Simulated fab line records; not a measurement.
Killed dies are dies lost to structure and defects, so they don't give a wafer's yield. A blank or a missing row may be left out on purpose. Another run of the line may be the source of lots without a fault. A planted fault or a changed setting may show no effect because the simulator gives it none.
fab line records | flow n5_finfet
record: lots: 11 wafers: 30 last_day: 17
route steps=1938 shown DUMMY_GATE@241 SPACER0@260 SD_EPI_N@270 PASSIVATION@1936
lots that met no fault: from a run of the same line without faults
start_h: hours from the record's opening day to when the first of the lot's shown wafers began | wait_h: hours from the lot's prior step to this one | " the same as in the row above | L1.1+2: one row covering several wafers at once | - no value, or no start was given | * or withheld: withheld | < > ~ a bound
route shown NAME@n: a module of which the file shows steps, and the number in the route of the first | usual: mean and standard deviation over wafers with no fault | same: alike in all rows | chamber/n: place in a boat | sites: the reading at each site | _std_site: how widely they spread, as a standard deviation | _edge_site: outer sites' mean less inner sites' | radius_mm: for every site, how far away it sits from the centre of the wafer | mask NAME#n: copy n | behind: the tool/chamber that last shaped the wafer | hold: cause of the lot's hold/its duration in hours/its outcome | device: whichever transistor did not switch (one of n, p or np) | end of line: at the end of the route, the tests of the same wafers | where a step has no rows: the recipe by itself | killed: dies lost to structure and defects at the first sort, not the wafer's yield | map: the dies of a wafer, with x for killed, . for not killed, _ for no die there
set.NAME: the setting as run; set.NAME@STEP: as run at that earlier step | model.NAME: the simulator's own value behind a step, which no gauge read
a sample of lots followed through the steps of the route, with each step as a table and each wafer as a row
services: from which hour (start_h, from the record's first day; less than 0 if before it) a tool's chamber was out of use, for how many hours, and why
== steps ==
step: N5_DUMMY_GATE_STRIP_40
recipe: chemistry: CF4 resist: SiARC power_w: 300 bias_power_w: 75 pressure_mtorr: 50 cf4_flow_sccm: 150 rf_frequency_hz: 6e+07
usual: drypump_motor_current_A: 5.6/0.42 oes_product_au: 0.74/0.04 rf_vpp_V: 270.9/1.4 showerhead_plenum_p_Torr: 1.79/0.057 throttle_valve_pct: 13.80/0.28
columns lot.wafer tool chamber start_h wait_h drypump_motor_current_A oes_product_au rf_hours_counter_h rf_vpp_V showerhead_plenum_p_Torr throttle_valve_pct
L108.1 rie_diel-03 3 54.39 0.1 5.2 0.78 116 268.9 1.74 13.74
L108.6 " 2 " " 5.9 0.71 - 271.8 1.79 14.22
L110.1 rie_diel-02 2 66.47 0.1 5.9 0.77 116 271.3 1.80 13.58
L110.6 " 3 " " 5.3 0.85 - 271.4 1.84 13.44
L112.1 rie_diel-02 1 78.47 0.1 5.6 0.79 122 270.2 1.71 13.71
L112.3 " 3 " " 5.3 0.84 53 272.0 1.84 13.46
L113.3 rie_diel-01 1 85.36 0.1 5.3 0.77 132 270.1 1.72 13.66
L113.4 " 2 " " 6.1 0.76 126 271.9 1.87 13.40
L113.5 " 0 " " 6.4 0.76 - 270.8 1.78 13.34
L116.2 rie_diel-02 3 105.52 0.1 5.3 0.83 60 270.3 1.84 13.46
L116.3 " 2 " " 5.9 0.76 127 271.4 1.79 13.62
L116.4 " 0 " " 5.6 0.67 235 272.8 1.84 13.66
L117.1 rie_diel-03 1 113.11 0.3 5.0 0.68 209 271.3 1.79 14.07
L117.2 " 0 " " 5.4 0.75 169 272.1 1.88 13.99
L117.3 " 3 " " 5.2 0.76 130 268.0 1.74 13.72
L118.1 rie_diel-03 1 114.59 0.2 5.1 0.68 210 270.3 1.79 14.08
L118.3 " 2 " " 5.8 0.70 235 270.2 1.79 14.24
L118.4 " 0 " " 5.4 0.75 170 271.0 1.88 13.99
L119.1 rie_diel-03 2 122.42 0.1 5.8 0.70 238 270.5 1.79 14.25
L119.3 " 0 " " 5.4 0.75 173 273.3 1.88 14.00
L119.5 " 2 " " 5.8 0.70 - 270.5 1.79 14.27
L121.1 rie_diel-01 0 130.62 0.1 6.4 0.74 155 271.9 1.78 13.36
L121.2 " 3 " " 6.1 0.72 181 269.7 1.72 14.03
L121.5 " 3 " " 6.1 0.72 - 269.0 1.72 14.03
L120.3 rie_diel-03 1 131.39 0.1 5.1 0.68 215 269.0 1.78 14.10
L120.4 " 3 " " 5.2 0.76 136 270.2 1.74 13.76
L120.5 " 2 " " 5.8 0.70 - 269.5 1.79 14.28
L129.1 rie_diel-01 0 178.92 0.1 6.4 0.74 172 272.6 1.77 13.41
L129.2 " 1 " " 5.3 0.75 155 270.9 1.71 13.71
L129.6 " 0 " " 6.4 0.74 - 269.1 1.77 13.42
step: N5_DUMMY_GATE_CD_MEAS_50
recipe: target_cd_nm: 14
usual: cd_nm: 14.2/0.55
columns lot.wafer tool chamber start_h wait_h cd_nm
L108.1 cd_sem-02 - 54.44 0.0 14.1
L108.6 " - " " 14.1
L110.1 cd_sem-02 - 66.52 0.0 13.8
L110.6 " - " " 13.6
L112.1 cd_sem-01 - 78.52 0.0 14.0
L112.3 " - " " 14.2
L113.3 cd_sem-02 - 85.42 0.0 14.6
L113.4 " - " " 13.5
L113.5 " - " " 13.9
L116.2 cd_sem-01 - 105.57 0.0 13.7
L116.3 " - " " 14.8
L116.4 " - " " 14.0
L117.1 cd_sem-01 - 113.16 0.0 14.6
L117.2 " - " " 13.7
L117.3 " - " " 14.7
L118.1 cd_sem-03 - 114.64 0.0 14.7
L118.3 " - " " 14.3
L118.4 " - " " 14.0
L119.1 cd_sem-03 - 122.47 0.0 14.0
L119.3 " - " " 14.1
L119.5 " - " " 13.5
L121.1 cd_sem-01 - 130.67 0.0 14.8
L121.2 " - " " 15.2
L121.5 " - " " 14.1
L120.3 cd_sem-01 - 131.44 0.0 14.4
L120.4 " - " " 13.6
L120.5 " - " " 13.9
L129.1 cd_sem-02 - 178.97 0.0 14.8
L129.2 " - " " 15.3
L129.6 " - " " 15.1
step: N5_DUMMY_GATE_INSPECT_27
recipe: inspect_instrument: brightfield mode: aei
usual: raw_defect_count: 292/72
columns lot.wafer tool chamber start_h wait_h raw_defect_count
L108.1 defect_inspect-01 - 55.22 0.0 247
L108.6 " - " " 132
L110.1 defect_inspect-01 - 67.30 0.0 313
L110.6 " - " " 208
L112.1 defect_inspect-02 - 79.32 0.0 283
L112.3 " - " " 272
L113.3 defect_inspect-02 - 86.64 0.0 246
L113.4 " - " " 198
L113.5 " - " " 185
L116.2 defect_inspect-01 - 106.43 0.0 290
L116.3 " - " " 315
L116.4 " - " " 337
L117.1 defect_inspect-02 - 113.99 0.0 365
L117.2 " - " " 424
L117.3 " - " " 405
L118.1 defect_inspect-02 - 115.71 0.0 294
L118.3 " - " " 176
L118.4 " - " " 295
L119.1 defect_inspect-01 - 123.25 0.0 770
L119.3 " - " " 872
L119.5 " - " " 744
L121.1 defect_inspect-01 - 131.59 0.0 363
L121.2 " - " " 322
L121.5 " - " " 245
L120.3 defect_inspect-01 - 132.22 0.0 904
L120.4 " - " " 961
L120.5 " - " " 836
L129.1 defect_inspect-02 - 179.74 0.0 225
L129.2 " - " " 263
L129.6 " - " " 354
step: N5_SPACER0_ALD_08
recipe: material: SiNx target_thk_a: 20 temp_c: 400 ald_precursor_family: SiH2I2 ald_co_reactant: N2/H2-plasma pressure_torr: 2
usual: heater_power_w: 841/130
columns lot.wafer tool chamber start_h wait_h heater_power_w
L108.1 ald_sin-04 2 55.66 0.1 737
L108.6 " 2 " " 755
L110.1 ald_sin-03 0 67.94 0.1 919
L110.6 " 2 " " 699
L112.1 ald_sin-03 1 79.77 0.1 943
L112.3 " 2 " " 704
L113.3 ald_sin-01 0 88.74 0.1 942
L113.4 " 2 " " 731
L113.5 " 3 " " 1059
L116.2 ald_sin-03 2 106.88 0.1 675
L116.3 " 1 " " 938
L116.4 " 3 " " 862
L117.1 ald_sin-04 0 114.44 0.1 919
L117.2 " 1 " " 844
L117.3 " 2 " " 691
L118.1 ald_sin-04 0 116.16 0.1 907
L118.3 " 1 " " 834
L118.4 " 2 " " 692
L119.1 ald_sin-04 0 123.70 0.1 902
L119.3 " 1 " " 821
L119.5 " 3 " " 860
L121.1 ald_sin-04 3 132.04 0.1 859
L121.2 " 1 " " 844
L121.5 " 0 " " 919
L120.3 ald_sin-01 0 132.67 0.1 930
L120.4 " 2 " " 718
L120.5 " 0 " " 959
L129.1 ald_sin-03 3 180.29 0.1 844
L129.2 " 1 " " 951
L129.6 " 0 " " 905
step: N5_SPACER0_INSPECT_04
recipe: inspect_instrument: darkfield mode: post_dep
usual: raw_defect_count: 140/35
columns lot.wafer tool chamber start_h wait_h raw_defect_count
L108.1 defect_inspect-02 - 55.82 0.1 92
L108.6 " - " " 91
L110.1 defect_inspect-01 - 68.10 0.1 122
L110.6 " - " " 73
L112.1 defect_inspect-02 - 79.92 0.1 109
L112.3 " - " " 172
L113.3 defect_inspect-01 - 88.89 0.1 89
L113.4 " - " " 71
L113.5 " - " " 109
L116.2 defect_inspect-02 - 107.04 0.1 185
L116.3 " - " " 245
L116.4 " - " " 253
L117.1 defect_inspect-01 - 114.60 0.1 184
L117.2 " - " " 155
L117.3 " - " " 184
L118.1 defect_inspect-02 - 116.33 0.1 204
L118.3 " - " " 263
L118.4 " - " " 180
L119.1 defect_inspect-01 - 123.85 0.1 662
L119.3 " - " " 740
L119.5 " - " " 664
L121.1 defect_inspect-01 - 132.20 0.1 158
L121.2 " - " " 139
L121.5 " - " " 127
L120.3 defect_inspect-02 - 132.83 0.1 743
L120.4 " - " " 749
L120.5 " - " " 718
L129.1 defect_inspect-02 - 180.45 0.1 116
L129.2 " - " " 130
L129.6 " - " " 172
step: N5_SD_EPI_N_CD_MEAS_09
recipe: target_cd_nm: 120 landing_energy_ev: 500 detector: se_inlens
usual: cd_nm: 119.4/1
columns lot.wafer tool chamber start_h wait_h cd_nm
L108.1 cd_sem-02 0 56.09 - 119.2
L108.6 " 0 " " 118.0
L110.1 cd_sem-01 0 68.37 - 120.2
L110.6 " 0 " " 120.1
L112.1 cd_sem-01 0 80.20 - 117.9
L112.3 " 0 " " 118.7
L113.3 cd_sem-03 0 89.29 - 117.5
L113.4 " 0 " " 118.1
L113.5 " 0 " " 119.0
L116.2 cd_sem-02 0 107.31 - 120.4
L116.3 " 0 " " 118.8
L116.4 " 0 " " 118.7
L117.1 cd_sem-01 0 114.99 - 120.7
L117.2 " 0 " " 121.1
L117.3 " 0 " " 120.8
L118.1 cd_sem-01 0 116.61 - 121.4
L118.3 " 0 " " 120.3
L118.4 " 0 " " 120.8
L119.1 cd_sem-03 0 124.25 - 120.5
L119.3 " 0 " " 119.3
L119.5 " 0 " " 121.6
L121.1 cd_sem-03 0 132.60 - 118.4
L121.2 " 0 " " 118.9
L121.5 " 0 " " 118.5
L120.3 cd_sem-01 0 133.23 - 119.4
L120.4 " 0 " " 119.1
L120.5 " 0 " " 119.2
L129.1 cd_sem-02 0 180.85 - 120.6
L129.2 " 0 " " 118.6
L129.6 " 0 " " 118.9
step: N5_SD_EPI_N_INSPECT_11
recipe: mode: adi inspect_instrument: macro
usual: raw_defect_count: 2.0/1.5
columns lot.wafer tool chamber start_h wait_h raw_defect_count
L108.1 defect_inspect-01 - 56.15 0.0 1
L108.6 " - " " 2
L110.1 defect_inspect-02 - 68.43 0.0 0
L110.6 " - " " 1
L112.1 defect_inspect-01 - 80.25 0.0 2
L112.3 " - " " 1
L113.3 defect_inspect-01 - 89.35 0.0 2
L113.4 " - " " 3
L113.5 " - " " 4
L116.2 defect_inspect-02 - 107.37 0.0 3
L116.3 " - " " 2
L116.4 " - " " 2
L117.1 defect_inspect-02 - 115.05 0.0 0
L117.2 " - " " 3
L117.3 " - " " 0
L118.1 defect_inspect-01 - 116.66 0.0 3
L118.3 " - " " 2
L118.4 " - " " 3
L119.1 defect_inspect-02 - 124.31 0.0 >300
L119.3 " - " " >300
L119.5 " - " " >300
L121.1 defect_inspect-01 - 132.65 0.0 0
L121.2 " - " " 1
L121.5 " - " " 0
L120.3 defect_inspect-02 - 133.28 0.0 >300
L120.4 " - " " >300
L120.5 " - " " >300
L129.1 defect_inspect-01 - 180.90 0.0 2
L129.2 " - " " 1
L129.6 " - " " 6
step: N5_SD_EPI_N_INSPECT_26
recipe: inspect_instrument: darkfield mode: post_epi
usual: raw_defect_count: 202/42
columns lot.wafer tool chamber start_h wait_h raw_defect_count
L108.1 defect_inspect-02 - 60.13 0.1 199
L108.6 " - " " 169
L110.1 defect_inspect-02 - 72.68 0.1 182
L110.6 " - " " 143
L112.1 defect_inspect-01 - 84.25 0.1 143
L112.3 " - " " 253
L113.3 defect_inspect-01 - 93.32 0.1 169
L113.4 " - " " 120
L113.5 " - " " 135
L116.2 defect_inspect-01 - 111.91 0.1 245
L116.3 " - " " 276
L116.4 " - " " 284
L117.1 defect_inspect-01 - 120.09 0.1 242
L117.2 " - " " 206
L117.3 " - " " 231
L118.1 defect_inspect-02 - 120.98 0.1 263
L118.3 " - " " 337
L118.4 " - " " 251
L119.1 defect_inspect-01 - 128.62 0.1 719
L119.3 " - " " 787
L119.5 " - " " 710
L121.1 defect_inspect-02 - 136.63 0.1 247
L121.2 " - " " 228
L121.5 " - " " 212
L120.3 defect_inspect-02 - 137.61 0.1 823
L120.4 " - " " 812
L120.5 " - " " 789
L129.1 defect_inspect-02 - 186.69 0.1 154
L129.2 " - " " 179
L129.6 " - " " 212
step: N5_PASSIVATION_PROBE_49
usual: killed_at_M0_to_M3: 33/9.9 killed_at_M4_up: 15/5.6 killed_at_contacts: 13/5.7 killed_at_front_end: 38/12 killed_at_other: 4/3.1 killed_dies: 103/17 killed_open: 66/13 killed_short: 32/7.8
same: gross_dies: 1180 killed_at_back_side: 0
columns lot.wafer tool chamber start_h wait_h killed_at_M0_to_M3 killed_at_M4_up killed_at_contacts killed_at_front_end killed_at_other killed_dies killed_open killed_short
L119.1 prober-01 - 356.39 0.0 37 14 16 171 5 243 61 46
L119.3 prober-01 - 356.49 0.1 35 8 17 94 6 160 58 43
L119.5 prober-01 - 356.59 0.2 28 7 15 153 6 209 57 15
L120.3 prober-02 - 371.69 0.1 23 6 17 189 1 236 73 24
L120.4 prober-02 - 371.74 0.2 41 12 11 159 1 224 73 38
L120.5 prober-02 - 371.79 0.2 24 10 18 171 1 224 66 29
killed by level:class
L119.1 DUMMY_GATE:unspecified=126 FIN_SAQP:geometric_particle:short=15 MOL_CONTACT_COAG:geometric_particle:open=12 BEOL_M0_SAQP:geometric_particle:short=9 FIN_SAQP:geometric_particle:open=8 BEOL_M4:geometric_particle:open=7 BEOL_M2:geometric_particle:open=6 BEOL_M0_SAQP:geometric_particle:open=5
L119.3 DUMMY_GATE:unspecified=59 MOL_CONTACT_COAG:geometric_particle:open=11 GATE_CUT:geometric_particle:short=8 BEOL_M0_SAQP:geometric_particle:short=8 FIN_SAQP:geometric_particle:short=7 BEOL_M1:geometric_particle:open=7 FIN_SAQP:geometric_particle:open=6 MOL_CONTACT_COAG:geometric_particle:short=6
L119.5 DUMMY_GATE:unspecified=132 MOL_CONTACT_COAG:geometric_particle:open=13 BEOL_M0:geometric_particle:open=7 BEOL_M1:geometric_particle:open=7 BEOL_M2:geometric_particle:open=5 FIN_SAQP:geometric_particle:open=4 DUMMY_GATE:geometric_particle:open=4 GATE_CUT:geometric_particle:short=3
L120.3 DUMMY_GATE:unspecified=137 STI_FIN_REVEAL:geometric_particle:open=16 FIN_SAQP:geometric_particle:open=15 MOL_CONTACT_COAG:geometric_particle:open=13 BEOL_M0_SAQP:geometric_particle:short=6 BEOL_M2:geometric_particle:open=6 STARTING-WAFER:geometric_particle:short=4 STI_FIN_REVEAL:geometric_particle:short=3
L120.4 DUMMY_GATE:unspecified=112 BEOL_M1:geometric_particle:open=14 BEOL_M0_SAQP:geometric_particle:short=12 MOL_CONTACT_COAG:geometric_particle:open=10 FIN_SAQP:geometric_particle:open=7 GATE_CUT:geometric_particle:short=7 STI_FIN_REVEAL:geometric_particle:open=6 ILD0:geometric_particle:open=6
L120.5 DUMMY_GATE:unspecified=127 STI_FIN_REVEAL:geometric_particle:open=14 MOL_CONTACT_COAG:geometric_particle:open=13 FIN_SAQP:geometric_particle:open=9 BEOL_M0_SAQP:geometric_particle:open=8 BEOL_M0_SAQP:geometric_particle:short=7 STARTING-WAFER:geometric_particle:short=6 FIN_SAQP:geometric_particle:short=5
== services ==
columns tool chamber start_h hours kind
ald_sin-01 3 63.61 4.6 repair
ald_sin-01 3 79.10 6.3 repair
ald_sin-04 - 87.26 14.0 pm
ald_sin-04 0 87.26 14.0 vent_cycle
ald_sin-04 1 87.26 14.0 vent_cycle
ald_sin-04 2 87.26 14.0 vent_cycle
ald_sin-04 3 87.26 14.0 vent_cycle
ald_sin-03 - 95.80 0.5 repair
ald_sin-04 0 101.26 - clean
ald_sin-04 1 101.26 - clean
ald_sin-04 2 101.26 - clean
ald_sin-04 3 101.26 - clean
rie_diel-03 3 101.29 10.9 repair
rie_diel-01 - 109.57 5.3 repair
rie_diel-01 1 126.45 15.1 repair
ald_sin-03 3 142.01 13.5 repair
rie_diel-03 3 146.00 3.7 repair
rie_diel-02 0 156.91 - clean
rie_diel-02 0 156.91 - consumable_replace:focus_ring
rie_diel-03 2 173.35 - clean
rie_diel-03 2 173.35 - consumable_replace:focus_ring
rie_diel-03 2 173.35 19.9 scheduled_down
rie_diel-03 2 173.35 19.9 vent_cycle
ald_sin-01 - 178.72 14.0 pm
== key ==
first_sign: step: N5_DUMMY_GATE_INSPECT_27 reading: raw_defect_count direction: up sigmas: 7.7 usual: 292 struck: 848
effect: step: N5_SPACER0_INSPECT_04 reading: raw_defect_count direction: up sigmas: 16 usual: 140 struck: 713
effect: step: N5_SD_EPI_N_INSPECT_11 reading: raw_defect_count direction: up sigmas: 99+ usual: 2.0 struck: >300
effect: step: N5_SD_EPI_N_INSPECT_26 reading: raw_defect_count direction: up sigmas: 14 usual: 202 struck: 773
effect: step: N5_PASSIVATION_PROBE_49 reading: killed_at_front_end direction: up sigmas: 10 usual: 38 struck: 156
more_kills_born_at: N5_DUMMY_GATE_STRIP_40@rie_diel-03: 693
met_at N5_DUMMY_GATE_STRIP_40
struck_lots L119,L120
tester_left_out L119,L120
not_acting_at N5_DUMMY_GATE_CD_MEAS_50,N5_SPACER0_ALD_08,N5_SD_EPI_N_CD_MEAS_09
onset_between 114.59 122.42
fault: kind: chamber_particle_source tool: rie_diel-03 chamber: - onset_h: 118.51 steps: N5_DUMMY_GATE_STRIP_40 rate_per_visit_cm2: 0.90162 end_h: 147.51
tester_left_out: of these lots the tester's yield and bins aren't shown, on N5 and GAA mostly nor the transistor test; their killed dies are dies lost to structure and defects alone, not to doping, threshold or leakage, so they don't give the yield
